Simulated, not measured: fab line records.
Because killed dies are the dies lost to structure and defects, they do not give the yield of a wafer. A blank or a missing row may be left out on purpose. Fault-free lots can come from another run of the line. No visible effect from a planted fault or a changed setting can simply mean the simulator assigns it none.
Chamber matching	flow n5 finfet	N5_BEOL_M5_ETCH_62 on rie diel-01 has 4 sister chambers
The step etches SOC in N2/H2, target depth 75 nm, overetch 15 nm, time 112.5 s. 20 wafers are shown with their chamber, then 10 later ones without.

WAFERS, EACH WITH ITS CHAMBER
wafer	chamber	showerhead plenum p Torr (Torr)	throttle valve pct (%)	drypump motor current A (A)
L074.1	2	2.47	17.5	5.5
L074.5	3	2.57	17.2	5.6
L074.6	1	2.42	18.1	5.1
L075.2	0	2.71	17.7	5.3
L075.5	2	2.47	17.5	5.5
L075.6	3	2.57	17.2	5.6
L080.3	1	2.41	18.1	5.1
L080.4	0	2.70	17.7	5.4
L080.5	2	2.47	17.5	5.5
L083.3	2	2.46	17.5	5.5
L083.4	1	2.41	18.2	5.1
L083.5	1	2.41	18.2	5.1
L082.2	0	2.70	17.7	5.3
L082.3	2	2.46	17.5	5.5
L082.6	1	2.41	18.2	5.1
L087.1	2	2.46	17.6	5.4
L087.2	1	2.41	18.2	5.1
L087.4	0	2.70	17.7	5.3
L093.1	3	2.56	17.3	5.6
L093.5	1	2.40	18.2	5.1

SIGNATURES, as means of the wafers listed above
reading	chamber 0	chamber 1	chamber 2	chamber 3	scatter within a chamber
showerhead plenum p Torr	2.7025	2.4100	2.4650	2.5667	0.00554
throttle valve pct	17.700	18.171	17.517	17.233	0.0428
drypump motor current A	5.325	5.100	5.483	5.600	0.0315
Rule: for a wafer and a chamber, the distance is found by dividing, reading by reading, the gap between the wafer's reading and the chamber's mean by the reading's scatter, squaring, summing and taking the root. The wafer belongs to the nearest chamber; if the next one is less than 2 further off, it can't be placed. How the scatter is found: for the shown wafers, subtract from each reading the mean of its chamber, square and add these, divide the total by (wafers less chambers), then take the root.

WAFERS WHOSE CHAMBER IS MISSING
wafer	showerhead plenum p Torr (Torr)	throttle valve pct (%)	drypump motor current A (A)
L093.6	2.45	17.6	5.5
L094.2	2.45	17.6	5.5
L094.3	2.69	17.7	5.4
L094.5	2.56	17.3	5.6
L096.1	2.69	17.8	5.3
L096.3	2.45	17.6	5.5
L096.5	2.56	17.3	5.6
L095.1	2.45	17.6	5.4
L095.2	2.56	17.3	5.6
L095.4	2.40	18.2	5.1

CHAMBER TAKEN BY EACH
wafer	from the rows above	in truth
L093.6	2	2
L094.2	2	2
L094.3	0	0
L094.5	3	3
L096.1	0	0
L096.3	2	2
L096.5	3	3
L095.1	2	2
L095.2	3	3
L095.4	1	1
Correctly placed: 10 of 10. Left unplaced by these rows: 0. Placed wrongly: 0.
